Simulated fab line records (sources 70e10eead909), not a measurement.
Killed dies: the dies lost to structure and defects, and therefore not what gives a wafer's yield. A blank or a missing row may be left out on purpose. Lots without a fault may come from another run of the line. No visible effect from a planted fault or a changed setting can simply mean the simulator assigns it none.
Chamber matching | flow nand harc | 4 sister chambers for NHARC_P_GATE_DESCUM_48 on rie diel-09
The step chemistry O2, time 3 s. 8 wafers are shown with their chamber, then 9 later ones without.

== WAFERS WITH THEIR CHAMBER ==
wafer  | chamber | rf vpp V (V) | oes product au (a.u.)
L079.4 | 0       | 56.2         | 1.002
L079.6 | 1       | 58.3         | 1.007
L079.1 | 0       | 55.7         | 0.998
L089.5 | 2       | 57.3         | 0.980
L089.6 | 1       | 57.8         | 0.991
L092.1 | 3       | 57.1         | 0.990
L092.5 | 2       | 57.9         | 0.995
L092.6 | 3       | 57.7         | 1.001

== WAFERS WITHOUT THEIR CHAMBER ==
wafer  | rf vpp V (V) | oes product au (a.u.)
L094.1 | 58.7         | 0.994
L094.2 | 58.4         | 0.991
L094.3 | 58.3         | 1.006
L094.4 | 57.6         | 1.000
L094.5 | 58.6         | 0.995
L094.6 | 57.6         | 1.002
L097.2 | 57.5         | 0.999
L097.3 | 57.1         | 1.003
L097.6 | 58.0         | 1.004

== THE CHAMBER EACH PASSED THROUGH ==
wafer  | from the rows above               | in truth
L094.1 | can't be placed: 1 or 2 or 3      | 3
L094.2 | can't be placed: 1 or 2 or 3      | 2
L094.3 | can't be placed: 1 or 3 or 2      | 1
L094.4 | can't be placed: 3 or 1 or 2      | 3
L094.5 | can't be placed: 1 or 2 or 3      | 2
L094.6 | can't be placed: 3 or 1 or 2      | 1
L097.2 | can't be placed: 3 or 2 or 1      | 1
L097.3 | can't be placed: 3 or 2 or 1 or 0 | 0
L097.6 | can't be placed: 1 or 3 or 2      | 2
Correctly placed: 0 of 9. Cannot be placed on the basis of these rows: 9; the candidates contain the true chamber in 9. 0 placed wrongly.
How it was worked out, from the rows above alone: a wafer's distance from a chamber is the root of the sum, over the readings, of the square of ((its reading less the chamber's mean) divided by the reading's scatter). If the next closest chamber is less than 2 further off than the closest, the wafer can't be placed; otherwise it belongs to the closest. A chamber's mean is the mean of its shown wafers. The scatter is the square root of a quotient: the sum, over the shown wafers, of each reading's squared deviation from its chamber's mean, divided by wafers minus chambers.
